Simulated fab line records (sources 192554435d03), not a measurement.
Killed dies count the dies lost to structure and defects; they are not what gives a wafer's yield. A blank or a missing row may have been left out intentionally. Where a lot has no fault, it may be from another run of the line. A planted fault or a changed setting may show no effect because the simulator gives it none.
fab line records | flow n5_finfet
record: lots: 7 wafers: 39
route steps=1938 shown BEOL_M12@1649 MIM_TOP@1838 PASSIVATION@1910
start_h: start of the lot's first displayed wafer, in hours after the record's first day | wait_h: how many hours have passed since the lot's step before this one | " repeats the value in the row above | L1.1+2: a row that stands for several wafers | - either no value or no given start | * or withheld: withheld | < > ~ a bound
route shown NAME@n: NAME is a module with steps in the file, n the number in the route of the first one | usual: mean and standard deviation over wafers with no fault | same: alike in all rows | chamber/n: place in a boat | sites: each site's reading | _std_site: how widely they spread, as a standard deviation | _edge_site: inner sites' mean taken away from outer sites' mean | radius_mm: for every site, how far away it sits from the centre of the wafer | mask NAME#n: copy n | behind: tool/chamber where the wafer was last shaped | hold: why the lot went on hold/how many hours it stayed there/how the hold came to an end | device: transistor that didn't switch, given as n, p or np | end of line: at the end of the route, the tests of the same wafers | a step with no rows: only its recipe | killed: the dies lost at the first sort to structure and to defects; this is not the yield of the wafer | map: per-die view of a wafer (x killed, . not killed, _ where there is no die)
set.NAME: the setting the step ran with; set.NAME@STEP: the setting that earlier step ran with | model.NAME: the simulator's own value behind a step, which no gauge read
lots whose settings were changed on purpose; a table a step, a row a wafer
== steps ==
step: N5_BEOL_M12_SPUTTER_44
recipe: material: Ta target_thk_a: 100 temp_c: 50 bias_v: 80 power_w: 15000 chamber_pressure_pa: 0.07 time_s: 16.13
columns lot.wafer tool chamber start_h wait_h set.time_s model.Ta_of_BEOL_M12_SPUTTER_44.thk_nm
L079.1 pvd_sputter-02 - 274.19 0.0 13.31 8.2
L079.2 " - " " 13.31 8.4
L079.3+4 " - " " 16.13 10
L079.5 " - " " 16.13 9.8
L079.6 " - " " 13.31 8
L078.1+6 pvd_sputter-02 - 274.82 0.0 16.13 9.6
L078.3 " - " " 16.13 9.8
L076.1 pvd_sputter-02 - 276.25 0.0 16.13 10
L076.2+6 " - " " 16.13 9.8
L076.3+4 " - " " 8.166 5
L076.5 " - " " 8.166 4.8
L090.1+2+5 pvd_sputter-02 - 334.15 0.0 16.13 10
L090.3+4+6 " - " " 16.13 9.8
L087.1 pvd_sputter-03 - 354.07 0.0 10.75 6.8
L087.2+3 " - " " 16.13 10
L087.4 " - " " 16.13 10.2
L087.5 " - " " 10.75 7.2
L087.6 " - " " 10.75 6.6
L094.1 pvd_sputter-01 - 397.50 0.0 16.13 10
L094.2+3+4+5 " - " " 16.13 10.2
L094.6 " - " " 16.13 9.8
L097.1+3+6 pvd_sputter-02 - 410.59 0.0 13.58 8.2
L097.2+4+5 " - " " 16.13 9.8
step: N5_BEOL_M12_SPUTTER_45
recipe: material: Cu target_thk_a: 800 temp_c: -20 bias_v: 60 power_w: 26000 chamber_pressure_pa: 0.13 time_s: 13.33
step: N5_BEOL_M12_ECD_47
recipe: material: Cu target_thk_a: 7200
step: N5_BEOL_M12_ANNEAL_48
recipe: temp_c: 225 time_s: 90 ambient: N2
step: N5_BEOL_M12_CMP_49
recipe: stop_on: SiOC t_overpolish_s: 20.6 down_force_psi: 1 platen_rpm: 50 clearing_platen_down_force_psi: 1.5 clearing_platen_rpm: 50 post_cmp_clean: cu_alkaline target_thk_nm: 320 clearing_platen_pad_velocity_m_s: 0.99484 pad_velocity_m_s: 0.99484
usual: barrier_field_endpoint_s: 30.5/0.89
columns lot.wafer tool chamber start_h wait_h set.time_s@BEOL_M12_SPUTTER_44 barrier_field_endpoint_s
L079.3 cmp-01 0 274.84 0.2 16.13 29.3
L079.1 " 1 " " 13.31 29.6
L079.4 " 2 " " 16.13 31.7
L079.2 " 3 " " 13.31 27.9
L079.5 " 0 " " 16.13 29.9
L079.6 " 1 " " 13.31 29.4
L078.1 cmp-03 2 275.45 0.3 16.13 29.0
L078.3 " 3 " " 16.13 30.0
L078.6 " 2 " " 16.13 29.7
L076.2 cmp-03 0 277.04 0.2 16.13 30.5
L076.1 " 1 " " 16.13 30.2
L076.3 " 2 " " 8.166 23.9
L076.4 " 3 " " 8.166 24.1
L076.6 " 0 " " 16.13 30.5
L076.5 " 1 " " 8.166 24.1
L090.3 cmp-02 2 334.80 0.2 16.13 29.3
L090.2 " 3 " " 16.13 29.8
L090.1 " 0 " " 16.13 29.5
L090.4 " 1 " " 16.13 28.5
L090.6 " 2 " " 16.13 29.0
L090.5 " 3 " " 16.13 29.2
L087.2 cmp-02 3 354.71 0.2 16.13 31.3
L087.1 " 0 " " 10.75 27.4
L087.4 " 1 " " 16.13 31.3
L087.3 " 2 " " 16.13 31.1
L087.6 " 3 " " 10.75 27.1
L087.5 " 0 " " 10.75 28.2
L094.1 cmp-02 0 398.14 0.3 16.13 31.4
L094.4 " 1 " " 16.13 31.3
L094.2 " 2 " " 16.13 31.1
L094.3 " 3 " " 16.13 30.9
L094.6 " 0 " " 16.13 31.6
L094.5 " 1 " " 16.13 31.7
L097.3 cmp-02 0 411.23 0.2 13.58 28.2
L097.1 " 1 " " 13.58 28.4
L097.2 " 2 " " 16.13 30.8
L097.4 " 3 " " 16.13 30.1
L097.5 " 0 " " 16.13 30.6
L097.6 " 1 " " 13.58 28.6
step: N5_MIM_TOP_SPUTTER_03
recipe: material: TiN target_thk_a: 350 temp_c: 200 power_w: 3000 chamber_pressure_pa: 0.49996 gas: Ar reactive_partial_pa: 0.37997 time_s: 89.7
columns lot.wafer tool chamber start_h wait_h set.time_s model.TiN_of_MIM_TOP_SPUTTER_03.thk_nm
L079.1 pvd_sputter-02 - 294.36 0.0 89.7 34.4
L079.2+3 " - " " 89.7 35.4
L079.4 " - " " 89.7 35
L079.5 " - " " 89.7 35.2
L079.6 " - " " 89.7 34.8
L078.1 pvd_sputter-02 - 295.10 0.0 89.7 35.6
L078.3 " - " " 89.7 35
L078.6 " - " " 89.7 35.2
L076.1 pvd_sputter-01 - 304.21 0.0 128.1 49.8
L076.2+3 " - " " 89.7 35.4
L076.4 " - " " 128.1 50.6
L076.5 " - " " 89.7 35.2
L076.6 " - " " 128.1 50.4
L090.1 pvd_sputter-03 - 354.35 0.0 108 41.4
L090.2 " - " " 108 41.6
L090.3+4+6 " - " " 89.7 34.6
L090.5 " - " " 108 42
L087.1+3 pvd_sputter-01 - 379.60 0.0 89.7 35.2
L087.2 " - " " 127.6 50.2
L087.4 " - " " 127.6 50.6
L087.5 " - " " 127.6 50
L087.6 " - " " 89.7 35.8
L094.1+3 pvd_sputter-01 - 422.18 0.0 89.7 35.2
L094.2+4+6 " - " " 75.82 29.8
L094.5 " - " " 89.7 35.6
L097.1+5 pvd_sputter-02 - 440.40 0.0 89.7 34.8
L097.2+4+6 " - " " 89.7 34.6
L097.3 " - " " 89.7 35.2
step: N5_PASSIVATION_ETCH_59
recipe: chemistry: Cl2/BCl3 target: TaN target_depth_a: 650 time_s: 34.9 ion_energy_ev: 100 pressure_mtorr: 10 icp_w: 900 bias_w: 100 Cl2_flow_sccm: 60 bcl3_flow_sccm: 30
columns lot.wafer tool chamber start_h wait_h set.time_s model.etch.depth_nm
L079.1 rie_metal-03 1 299.90 0.4 52.91 99.91
L079.2 " 0 " " 34.9 65.67
L079.3 " 1 " " 52.91 100.1
L079.4 " 0 " " 34.9 65.99
L079.5 " 0 " " 52.91 99.76
L079.6 " 1 " " 34.9 66.45
L078.1 rie_metal-02 0 306.20 0.3 34.9 64.52
L078.3 " 0 " " 34.9 64.65
L078.6 " 1 " " 34.9 66.02
L076.1 rie_metal-03 0 311.16 0.3 34.9 65.42
L076.2 " 1 " " 34.9 66.44
L076.3+5 " 0,1 " " 34.9 66.56
L076.4 " 1 " " 34.9 66.05
L076.6 " 0 " " 34.9 65.19
L090.1 rie_metal-02 0 364.82 0.7 34.9 64.98
L090.2 " 0 " " 34.9 64.78
L090.3 " 0 " " 48.84 90.89
L090.4 " 0 " " 48.84 90.8
L090.5 " 0 " " 48.84 91.14
L090.6 " 0 " " 34.9 65.18
L087.1 rie_metal-03 1 384.38 0.3 34.9 67.06
L087.2 " 0 " " 34.9 66.58
L087.3 " 1 " " 34.9 66.11
L087.4 " 0 " " 42.18 79.03
L087.5 " 0 " " 42.18 79.73
L087.6 " 1 " " 42.18 80.13
L094.1 rie_metal-01 0 429.59 0.3 21.95 40.35
L094.2 " 1 " " 34.9 64.09
L094.3 " 1 " " 34.9 63.86
L094.4 " 0 " " 21.95 40.11
L094.5 " 1 " " 21.95 40.27
L094.6 " 0 " " 34.9 64.43
L097.1 rie_metal-03 1 445.01 0.3 34.9 65.29
L097.2 " 0 " " 34.9 64.59
L097.3 " 1 " " 34.9 64.89
L097.4 " 0 " " 34.9 65.25
L097.5 " 1 " " 34.9 65.05
L097.6 " 0 " " 34.9 65.42
== key ==
split: step: N5_BEOL_M12_SPUTTER_44 setting: time_s stated: 16.13 by: wafer
response: step: N5_BEOL_M12_SPUTTER_44 reading: model.Ta_of_BEOL_M12_SPUTTER_44.thk_nm change: +0.0989 per: 1% r: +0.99
response: step: N5_BEOL_M12_CMP_49 reading: barrier_field_endpoint_s change: +0.12 per: 1% r: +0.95
split: step: N5_MIM_TOP_SPUTTER_03 setting: time_s stated: 89.7 by: wafer
response: step: N5_MIM_TOP_SPUTTER_03 reading: model.TiN_of_MIM_TOP_SPUTTER_03.thk_nm change: +0.35 per: 1% r: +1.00
split: step: N5_PASSIVATION_ETCH_59 setting: time_s stated: 34.9 by: wafer
response: step: N5_PASSIVATION_ETCH_59 reading: model.etch.depth_nm change: +0.65 per: 1% r: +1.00
